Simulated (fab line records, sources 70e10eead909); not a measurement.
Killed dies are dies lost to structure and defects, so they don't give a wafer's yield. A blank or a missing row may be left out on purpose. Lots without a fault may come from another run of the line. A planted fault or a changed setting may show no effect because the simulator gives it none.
Which tool did it? | flow nand_harc | 24 lots, 72 wafers sampled, at 4 steps of a route of 1302

WHAT THE GAUGES READ, wafer by wafer
NHARC_A_CONTACT_INSPECT_71.
lot  | measured     | on                | raw_defect_count
L074 | day 20 22:05 | defect_inspect-01 | 92 110 81
L075 | day 21 06:49 | defect_inspect-02 | 77 81 67
L078 | day 22 00:17 | defect_inspect-01 | 115 125 119
L076 | day 21 23:47 | defect_inspect-02 | 102 99 82
L079 | day 23 06:35 | defect_inspect-01 | 116 100 94
L077 | day 23 04:37 | defect_inspect-01 | 106 118 118
L080 | day 23 09:48 | defect_inspect-02 | 106 124 107
L081 | day 24 09:22 | defect_inspect-01 | 123 128 133
L082 | day 24 16:16 | defect_inspect-02 | 95 95 83
L083 | day 25 02:07 | defect_inspect-02 | 75 84 87
L084 | day 25 05:53 | defect_inspect-02 | 122 114 100
L085 | day 25 10:25 | defect_inspect-01 | 91 90 78
L086 | day 26 00:28 | defect_inspect-01 | 46 45 34
L087 | day 26 05:40 | defect_inspect-02 | 123 141 97
L088 | day 26 12:39 | defect_inspect-02 | 21 22 29
L089 | day 26 14:26 | defect_inspect-02 | 157 152 163
L090 | day 26 21:47 | defect_inspect-02 | 24 27 33
L092 | day 28 04:22 | defect_inspect-01 | 83 86 62
L091 | day 28 06:51 | defect_inspect-02 | 105 97 101
L094 | day 29 08:12 | defect_inspect-01 | 154 188 155
L093 | day 29 08:29 | defect_inspect-02 | 28 45 37
L096 | day 29 21:59 | defect_inspect-02 | 39 46 35
L095 | day 30 01:13 | defect_inspect-02 | 61 68 61
L097 | day 30 09:31 | defect_inspect-01 | 106 119 83

WHICH TOOL RAN EACH LOT (tool, then ch and the chambers of the sampled wafers, then the start)
lot  | NHARC_A_CONTACT_ETCH_115             | NHARC_A_CONTACT_STRIP_55                      | NHARC_A_CONTACT_DEP_57
L074 | har_cap_etch-03 ch 0,1, day 20 14:29 | rie_diel-07 ch 0,2,3, day 20 18:31 or earlier | acl_dep-02 ch 0, day 20 18:31
L075 | har_cap_etch-02 ch 0,1, day 20 20:43 | rie_diel-07 ch 0,3, day 21 03:50 or earlier   | acl_dep-03 ch 0, day 21 03:50
L078 | har_cap_etch-03 ch 0,1, day 21 16:01 | rie_diel-02 ch 1,2,3, day 21 20:18 or earlier | acl_dep-01 ch 0, day 21 20:18
L076 | har_cap_etch-01 ch 1, day 21 16:05   | rie_diel-02 ch 0,3, day 21 20:11 or earlier   | acl_dep-03 ch 0, day 21 20:11
L079 | har_cap_etch-03 ch 0, day 22 18:05   | rie_diel-02 ch 0,2,3, day 23 02:50 or earlier | acl_dep-02 ch 0, day 23 02:50
L077 | har_cap_etch-02 ch 0,1, day 22 18:49 | rie_diel-01 ch 0,2, day 23 01:34 or earlier   | acl_dep-03 ch 0, day 23 01:34
L080 | har_cap_etch-01 ch 0,1, day 23 02:19 | rie_diel-02 ch 1,3, day 23 05:49 or earlier   | acl_dep-03 ch 0, day 23 05:49
L081 | har_cap_etch-03 ch 0,1, day 24 00:53 | rie_diel-07 ch 0,3, day 24 05:15 or earlier   | acl_dep-02 ch 0, day 24 05:15
L082 | har_cap_etch-02 ch 0,1, day 24 06:48 | rie_diel-02 ch 0,2,3, day 24 12:43 or earlier | acl_dep-02 ch 0, day 24 12:43
L083 | har_cap_etch-03 ch 0,1, day 24 15:28 | rie_diel-02 ch 0,1,3, day 24 21:59 or earlier | acl_dep-03 ch 0, day 24 21:59
L084 | har_cap_etch-01 ch 0,1, day 24 19:49 | rie_diel-02 ch 0,1,2, day 25 01:53 or earlier | acl_dep-03 ch 0, day 25 01:53
L085 | har_cap_etch-02 ch 0,1, day 25 02:43 | rie_diel-02 ch 1,2, day 25 06:20 or earlier   | acl_dep-01 ch 0, day 25 06:20
L086 | har_cap_etch-01 ch 0,1, day 25 15:52 | rie_diel-02 ch 0,1,2, day 25 21:01 or earlier | acl_dep-02 ch 0, day 25 21:01
L087 | har_cap_etch-03 ch 0,1, day 25 18:56 | rie_diel-02 ch 1,2,3, day 26 01:34 or earlier | acl_dep-02 ch 0, day 26 01:34
L088 | har_cap_etch-02 ch 0,1, day 26 01:43 | rie_diel-02 ch 0,2, day 26 09:06 or earlier   | acl_dep-02 ch 0, day 26 09:06
L089 | har_cap_etch-01 ch 0,1, day 26 03:18 | rie_diel-07 ch 1,2, day 26 11:33 or earlier   | acl_dep-03 ch 0, day 26 11:33
L090 | har_cap_etch-03 ch 0,1, day 26 13:52 | rie_diel-02 ch 2,3, day 26 18:46 or earlier   | acl_dep-02 ch 0, day 26 18:46
L092 | har_cap_etch-03 ch 0,1, day 27 20:40 | rie_diel-07 ch 0,1, day 28 01:14 or earlier   | acl_dep-01 ch 0, day 28 01:14
L091 | har_cap_etch-01 ch 0,1, day 27 20:49 | rie_diel-02 ch 1,3, day 28 02:55 or earlier   | acl_dep-02 ch 0, day 28 02:55
L094 | har_cap_etch-03 ch 0,1, day 29 00:44 | rie_diel-02 ch 0,2,3, day 29 05:45 or earlier | acl_dep-01 ch 0, day 29 05:45
L093 | har_cap_etch-01 ch 0,1, day 29 00:51 | rie_diel-01 ch 0,1,3, day 29 04:55 or earlier | acl_dep-03 ch 0, day 29 04:55
L096 | har_cap_etch-01 ch 0,1, day 29 13:31 | rie_diel-07 ch 1,2,3, day 29 17:52 or earlier | acl_dep-01 ch 0, day 29 17:52
L095 | har_cap_etch-02 ch 0,1, day 29 15:00 | rie_diel-02 ch 1,3, day 29 21:38 or earlier   | acl_dep-03 ch 0, day 29 21:38
L097 | har_cap_etch-03 ch 0,1, day 30 01:29 | rie_diel-02 ch 0,2,3, day 30 05:25 or earlier | acl_dep-02 ch 0, day 30 05:25
- NHARC_A_CONTACT_ETCH_115: etches the open film in C4F8/O2/Ar, time 190 s, target depth 1850 nm.
- NHARC_A_CONTACT_STRIP_55: strips in O2.
- NHARC_A_CONTACT_DEP_57: deposits aC, target thk 5300 nm.

WHAT THE TOOLS THEMSELVES READ (means of the sampled wafers that have a number; where no wafer has one, the mark that the record gives instead)
NHARC_A_CONTACT_STRIP_55.
lot  | tool        | drypump_motor_current_A (A) | oes_product_au (a.u.) | rf_vpp_V (V) | showerhead_plenum_p_Torr (Torr) | throttle_valve_pct (%)
L074 | rie_diel-07 | 5.2                         | 0.987                 | 58.1         | 3.54                            | 17.036
L075 | rie_diel-07 | 4.7                         | 1.000                 | 57.3         | 3.46                            | 17.040
L078 | rie_diel-02 | 5.9                         | 0.996                 | 57.5         | 3.41                            | 17.030
L076 | rie_diel-02 | 5.8                         | 1.000                 | 56.8         | 3.33                            | 17.037
L079 | rie_diel-02 | 5.7                         | 0.997                 | 57.3         | 3.36                            | 17.032
L077 | rie_diel-01 | 5.2                         | 1.007                 | 57.8         | 3.52                            | 17.033
L080 | rie_diel-02 | 6.1                         | 1.006                 | 58.6         | 3.41                            | 17.029
L081 | rie_diel-07 | 4.8                         | 0.997                 | 57.2         | 3.53                            | 17.044
L082 | rie_diel-02 | 5.7                         | 1.004                 | 57.3         | 3.36                            | 17.039
L083 | rie_diel-02 | 5.9                         | 1.002                 | 56.8         | 3.37                            | 17.044
L084 | rie_diel-02 | 5.8                         | 0.996                 | 57.7         | 3.36                            | 17.043
L085 | rie_diel-02 | 5.7                         | 1.006                 | 57.8         | 3.39                            | 17.033
L086 | rie_diel-02 | 5.8                         | 1.000                 | 57.1         | 3.35                            | 17.037
L087 | rie_diel-02 | 5.8                         | 0.995                 | 57.0         | 3.40                            | 17.034
L088 | rie_diel-02 | 5.5                         | 0.991                 | 58.1         | 3.34                            | 17.040
L089 | rie_diel-07 | 5.8                         | 0.999                 | 58.1         | 3.69                            | 17.039
L090 | rie_diel-02 | 5.6                         | 0.999                 | 57.3         | 3.39                            | 17.035
L092 | rie_diel-07 | 5.4                         | 0.991                 | 58.2         | 3.69                            | 17.032
L091 | rie_diel-02 | 6.1                         | 0.985                 | 58.9         | 3.40                            | 17.038
L094 | rie_diel-02 | 5.7                         | 1.000                 | 57.3         | 3.35                            | 17.039
L093 | rie_diel-01 | 5.4                         | 1.006                 | 58.3         | 3.60                            | 17.046
L096 | rie_diel-07 | 5.5                         | 1.000                 | 58.2         | 3.55                            | 17.034
L095 | rie_diel-02 | 6.1                         | 0.998                 | 58.2         | 3.40                            | 17.024
L097 | rie_diel-02 | 5.7                         | 0.998                 | 57.1         | 3.35                            | 17.025

NHARC_A_CONTACT_DEP_57.
lot  | tool       | throttle_valve_pct (%)
L074 | acl_dep-02 | 34.999
L075 | acl_dep-03 | 34.998
L078 | acl_dep-01 | 35.000
L076 | acl_dep-03 | 35.000
L079 | acl_dep-02 | 35.003
L077 | acl_dep-03 | 34.993
L080 | acl_dep-03 | 34.993
L081 | acl_dep-02 | 34.997
L082 | acl_dep-02 | 35.000
L083 | acl_dep-03 | 34.993
L084 | acl_dep-03 | 35.003
L085 | acl_dep-01 | 34.996
L086 | acl_dep-02 | 35.007
L087 | acl_dep-02 | 35.010
L088 | acl_dep-02 | 35.002
L089 | acl_dep-03 | 34.997
L090 | acl_dep-02 | 34.988
L092 | acl_dep-01 | 35.007
L091 | acl_dep-02 | 34.995
L094 | acl_dep-01 | 35.003
L093 | acl_dep-03 | 35.003
L096 | acl_dep-01 | 35.000
L095 | acl_dep-03 | 35.002
L097 | acl_dep-02 | 35.002

THE ANSWER, worked out from the rows above alone
Rule: what is usual is taken from the lots themselves. Put in order of their means at a reading, lots are off if they are a third of the lots or fewer, leave a main group of 4 or more, and stand apart from it by a gap of 3 or more times the standard deviation of the main group's means; of several such gaps the widest counts. A main group whose means are all the same, to the digits that the tables above print for the reading, isn't used. A lot without any number at a reading at which 4 lots or more have one is off too. The other lots that the step has rows for count as sound. The gauges are gone through in route order, then the tools' own readings, and for those a lot's mean is taken as printed above. The first step at which some lot is off is used, and at that step the reading that is off furthest; a lot without a number counts as furthest.
No lot is off at any reading shown: from this, nothing can be told.

WHAT THE SIMULATOR HAD PUT IN
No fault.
